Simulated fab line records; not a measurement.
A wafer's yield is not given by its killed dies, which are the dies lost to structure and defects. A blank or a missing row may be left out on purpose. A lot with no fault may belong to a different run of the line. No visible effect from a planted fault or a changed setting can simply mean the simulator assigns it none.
Chamber matching || flow nand harc || rie diel-01 running NHARC_A_CHANNEL_HOLE_D1_ETCH_38: 4 sister chambers
The step etches the open film in CF4, target depth 39 nm, time 65 s. 16 wafers are shown with their chamber, then 8 later ones without.

## WAFERS WITH THEIR CHAMBER
{"wafer": "L104.2", "chamber": 3, "oes product au (a.u.)": 1.002, "rf fwd power W (W)": 296.4, "rf vpp V (V)": 150.6}
{"wafer": "L104.4", "chamber": 0, "oes product au (a.u.)": 1.004, "rf fwd power W (W)": 298.3, "rf vpp V (V)": 151.5}
{"wafer": "L104.6", "chamber": 1, "oes product au (a.u.)": 1.012, "rf fwd power W (W)": 298.0, "rf vpp V (V)": 151.4}
{"wafer": "L106.2", "chamber": 1, "oes product au (a.u.)": 1.008, "rf fwd power W (W)": 297.4, "rf vpp V (V)": 151.6}
{"wafer": "L106.3", "chamber": 2, "oes product au (a.u.)": 1.004, "rf fwd power W (W)": 298.0, "rf vpp V (V)": 151.6}
{"wafer": "L106.6", "chamber": 3, "oes product au (a.u.)": 0.993, "rf fwd power W (W)": 297.1, "rf vpp V (V)": 149.9}
{"wafer": "L110.2", "chamber": 1, "oes product au (a.u.)": 0.996, "rf fwd power W (W)": 297.6, "rf vpp V (V)": 150.4}
{"wafer": "L110.5", "chamber": 1, "oes product au (a.u.)": 1.003, "rf fwd power W (W)": 296.7, "rf vpp V (V)": 151.7}
{"wafer": "L110.6", "chamber": 2, "oes product au (a.u.)": 0.991, "rf fwd power W (W)": 297.6, "rf vpp V (V)": 152.0}
{"wafer": "L111.2", "chamber": 3, "oes product au (a.u.)": 0.996, "rf fwd power W (W)": 298.7, "rf vpp V (V)": 151.2}
{"wafer": "L111.4", "chamber": 2, "oes product au (a.u.)": 0.996, "rf fwd power W (W)": 297.5, "rf vpp V (V)": 148.8}
{"wafer": "L111.6", "chamber": 1, "oes product au (a.u.)": 0.993, "rf fwd power W (W)": 298.6, "rf vpp V (V)": 150.2}
{"wafer": "L121.2", "chamber": 2, "oes product au (a.u.)": 0.994, "rf fwd power W (W)": 297.8, "rf vpp V (V)": 150.9}
{"wafer": "L121.3", "chamber": 1, "oes product au (a.u.)": 1.003, "rf fwd power W (W)": 297.6, "rf vpp V (V)": 150.3}
{"wafer": "L121.6", "chamber": 1, "oes product au (a.u.)": 1.000, "rf fwd power W (W)": 299.6, "rf vpp V (V)": 150.8}
{"wafer": "L122.2", "chamber": 3, "oes product au (a.u.)": 0.989, "rf fwd power W (W)": 297.5, "rf vpp V (V)": 150.4}

SIGNATURES, as means of the wafers listed above
{"reading": "oes product au", "chamber 0": 1.00400, "chamber 1": 1.00214, "chamber 2": 0.99625, "chamber 3": 0.99500, "scatter within a chamber": 0.00607}
{"reading": "rf fwd power W", "chamber 0": 298.300, "chamber 1": 297.929, "chamber 2": 297.725, "chamber 3": 297.425, "scatter within a chamber": 0.826}
{"reading": "rf vpp V", "chamber 0": 151.500, "chamber 1": 150.914, "chamber 2": 150.825, "chamber 3": 150.525, "scatter within a chamber": 0.887}
Rule: a wafer lies at a distance from a chamber equal to the root of the sum of squares, over the readings, of (its reading less the chamber's mean, divided by the reading's scatter). If the next closest chamber is less than 2 further off than the closest, the wafer can't be placed; otherwise it belongs to the closest. The scatter: take each reading less its chamber's mean, square it, sum over the shown wafers, divide by the number of wafers less the number of chambers, and take the root.

## WAFERS MISSING THEIR CHAMBER
{"wafer": "L122.3", "oes product au (a.u.)": 0.985, "rf fwd power W (W)": 297.9, "rf vpp V (V)": 150.1}
{"wafer": "L122.6", "oes product au (a.u.)": 0.984, "rf fwd power W (W)": 297.7, "rf vpp V (V)": 150.0}
{"wafer": "L124.3", "oes product au (a.u.)": 1.006, "rf fwd power W (W)": 298.6, "rf vpp V (V)": 151.7}
{"wafer": "L124.4", "oes product au (a.u.)": 1.012, "rf fwd power W (W)": 297.1, "rf vpp V (V)": 150.1}
{"wafer": "L124.5", "oes product au (a.u.)": 1.004, "rf fwd power W (W)": 298.7, "rf vpp V (V)": 153.1}
{"wafer": "L126.3", "oes product au (a.u.)": 1.009, "rf fwd power W (W)": 298.3, "rf vpp V (V)": 151.6}
{"wafer": "L126.5", "oes product au (a.u.)": 1.003, "rf fwd power W (W)": 297.9, "rf vpp V (V)": 152.2}
{"wafer": "L126.6", "oes product au (a.u.)": 1.010, "rf fwd power W (W)": 296.5, "rf vpp V (V)": 151.3}

## THE CHAMBER EACH PASSED THROUGH
{"wafer": "L122.3", "from the rows above": "can't be placed: 3 or 2 or 1 or 0", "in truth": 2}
{"wafer": "L122.6", "from the rows above": "can't be placed: 3 or 2 or 1 or 0", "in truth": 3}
{"wafer": "L124.3", "from the rows above": "can't be placed: 0 or 1 or 2", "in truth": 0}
{"wafer": "L124.4", "from the rows above": "can't be placed: 1 or 0 or 2 or 3", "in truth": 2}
{"wafer": "L124.5", "from the rows above": "can't be placed: 0 or 1 or 2 or 3", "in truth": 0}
{"wafer": "L126.3", "from the rows above": "can't be placed: 0 or 1 or 2 or 3", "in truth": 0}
{"wafer": "L126.5", "from the rows above": "can't be placed: 0 or 1 or 2 or 3", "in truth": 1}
{"wafer": "L126.6", "from the rows above": "can't be placed: 1 or 0 or 2 or 3", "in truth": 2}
0 of 8 placed correctly. From these rows, 8 cannot be placed; in 8 the true chamber is one of the candidates. 0 placed wrongly.
